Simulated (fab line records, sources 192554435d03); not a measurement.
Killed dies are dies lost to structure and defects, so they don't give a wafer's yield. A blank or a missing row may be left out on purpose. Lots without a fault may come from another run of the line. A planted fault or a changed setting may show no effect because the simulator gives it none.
Chamber matching | flow n5_finfet | N5_BEOL_M4_PRE_CLEAN_60 on cvd_co-01: 3 sister chambers
The step time 15 s. 24 wafers are shown with their chamber, then 12 later ones without.

WAFERS WITH THEIR CHAMBER
wafer  | chamber | heater_power_outer_w (W) | heater_power_w (W) | rf_fwd_power_W (W)
L076.2 | 1       | 14                       | 82                 | 296.1
L076.5 | 2       | 25                       | 88                 | 298.0
L076.6 | 1       | 14                       | 84                 | 295.4
L079.1 | 0       | 18                       | 89                 | 296.8
L079.2 | 2       | 25                       | 91                 | 298.9
L079.5 | 2       | 25                       | 90                 | 298.8
L081.3 | 1       | 14                       | 84                 | 293.6
L081.4 | 2       | 25                       | 92                 | 298.9
L081.6 | 0       | 18                       | 88                 | 297.3
L082.1 | 0       | 18                       | 88                 | 297.6
L082.2 | 1       | 14                       | 84                 | 295.2
L082.4 | 0       | 18                       | 89                 | 297.2
L084.3 | 1       | 14                       | 84                 | 296.9
L084.4 | 0       | 18                       | 89                 | 295.8
L084.6 | 2       | 25                       | 91                 | 298.3
L087.3 | 2       | 26                       | 94                 | 298.7
L087.4 | 1       | 14                       | 83                 | 293.3
L087.5 | 0       | 18                       | 88                 | 298.0
L086.1 | 0       | 18                       | 88                 | 298.2
L086.3 | 1       | 14                       | 83                 | 294.9
L086.4 | 2       | 26                       | 91                 | 297.2
L090.1 | 2       | 26                       | 92                 | 297.7
L090.3 | 0       | 18                       | 88                 | 296.9
L090.5 | 2       | 26                       | 92                 | 296.8

SIGNATURES (means of the wafers above)
reading              | chamber 0 | chamber 1 | chamber 2 | scatter within a chamber
heater_power_outer_w | 18.00     | 14.00     | 25.44     | 0.325
heater_power_w       | 88.38     | 83.43     | 91.22     | 1.14
rf_fwd_power_W       | 297.225   | 295.057   | 298.144   | 0.944
Rule: a wafer's distance from a chamber is the root of the sum, over the readings, of the square of ((its reading less the chamber's mean) divided by the reading's scatter). The wafer belongs to the nearest chamber; if the next one is less than 2 further off, it can't be placed. The scatter: the root of (the sum of the squares of (reading less its chamber's mean) over the shown wafers, divided by (wafers less chambers)).

WAFERS WITHOUT THEIR CHAMBER
wafer  | heater_power_outer_w (W) | heater_power_w (W) | rf_fwd_power_W (W)
L091.3 | 15                       | 85                 | 295.0
L091.5 | 18                       | 86                 | 295.8
L091.6 | 26                       | 90                 | 299.5
L095.1 | 26                       | 91                 | 298.5
L095.3 | 18                       | 90                 | 297.1
L095.6 | 18                       | 89                 | 296.6
L094.3 | 14                       | 83                 | 294.1
L094.5 | 15                       | 84                 | 293.8
L094.6 | 18                       | 88                 | 296.7
L096.1 | 19                       | 88                 | 296.5
L096.4 | 15                       | 85                 | 294.1
L096.5 | 27                       | 93                 | 296.8

WHICH CHAMBER EACH WENT THROUGH
wafer  | from the rows above | in truth
L091.3 | 1                   | 1
L091.5 | 0                   | 0
L091.6 | 2                   | 2
L095.1 | 2                   | 2
L095.3 | 0                   | 0
L095.6 | 0                   | 0
L094.3 | 1                   | 1
L094.5 | 1                   | 1
L094.6 | 0                   | 0
L096.1 | 0                   | 0
L096.4 | 1                   | 1
L096.5 | 2                   | 2
Placed correctly: 12 of 12. Can't be placed from these rows: 0. Placed wrongly: 0.
